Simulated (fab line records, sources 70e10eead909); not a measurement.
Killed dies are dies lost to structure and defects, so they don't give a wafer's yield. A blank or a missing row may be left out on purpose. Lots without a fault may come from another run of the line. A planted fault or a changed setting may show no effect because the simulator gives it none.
Problem report in the 8D (eight disciplines) form, filled by code | flow nand_harc | the parts of the form that need people (team, actions taken, sign-off) are left out

1. THE PROBLEM
run_length_s at NHARC_A_CHANNEL_FILL_D2_ETCHBACK_08 reads a mean of 152.2 s on 6 wafers of 2 lots; wafers without a fault read 131.1 s with a standard deviation of 0.36. That is +59 standard deviations from the usual mean.
The step: etches the open film in C4F8, target depth 220 nm, time 110 s.
First seen on wafer L198.1, day 20 06:04, on rie_diel-13. The record holds 36 wafers of 12 lots with a number at this step. Rule for "out", or "out of limits": more than 4 standard deviations from the usual mean. The other wafers with a number count as sound.

2. WHAT IT IS AND WHAT IT IS NOT
question                    | is                     | is not
which readings at this step | run_length_s           | oes_product_au, rf_vpp_V
which lots                  | L198, L199             | L189, L190, L192, L193, L194, L196, L206, L207, L208, L209
which wafers of those lots  | all that have a number | -
read on which tools         | rie_diel-13            | rie_diel-04
when                        | from day 20 06:04      | up to then (18 sound wafers); but 12 sound wafers of L206, L207, L208, L209 came after

3. SUSPECTS, AND WHAT RULES EACH OUT
Counting: a tool at a process step up to the reading stays a suspect if it ran every lot that is out and no sound lot after the first of them.
- har_etch-02 at NHARC_A_CHANNEL_HOLE_D2_ETCH_24 (etches the open film in C4F8/O2/Ar, time 906.2 s, target depth 1500 nm): ruled out as a lasting fault. Sound lots L206, L207 ran on it after its first lot that is out, L198 (day 18 03:27).
- rie_diel-13 at NHARC_A_CHANNEL_FILL_D2_ETCHBACK_08 (etches the open film in C4F8, target depth 220 nm, time 110 s): ruled out as a lasting fault. Sound lots L207, L208 ran on it after its first lot that is out, L198 (day 20 06:04).
Left after counting: nothing in the record.

4. THE CAUSE (what the simulator had put in)
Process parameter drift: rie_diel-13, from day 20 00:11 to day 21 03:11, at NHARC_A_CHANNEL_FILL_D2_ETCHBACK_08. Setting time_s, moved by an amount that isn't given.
Counting ruled it out, wrongly.

5. THE CHAIN OF EFFECTS, in route order
Each row: a reading whose mean over the struck wafers that have a number lies more than 3 standard deviations from the usual. Only readings for which the record gives a usual standard deviation are gone through. hours: the time from each lot's start at the first step in this table that gives one to its start at this step, as a median over the lots. sigmas: the change in usual standard deviations.
hours | step                                | reading      | usual   | on struck wafers | change | sigmas
0     | NHARC_A_CHANNEL_FILL_D2_ETCHBACK_08 | run_length_s | 131.1 s | 152.2            | +21.1  | +59
The process steps in it:
- NHARC_A_CHANNEL_FILL_D2_ETCHBACK_08: etches the open film in C4F8, target depth 220 nm, time 110 s.

6. WHAT WOULD HAVE CAUGHT IT SOONER
In this record the first reading out of limits was taken at day 20 06:04, 6 hours after the fault began at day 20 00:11.
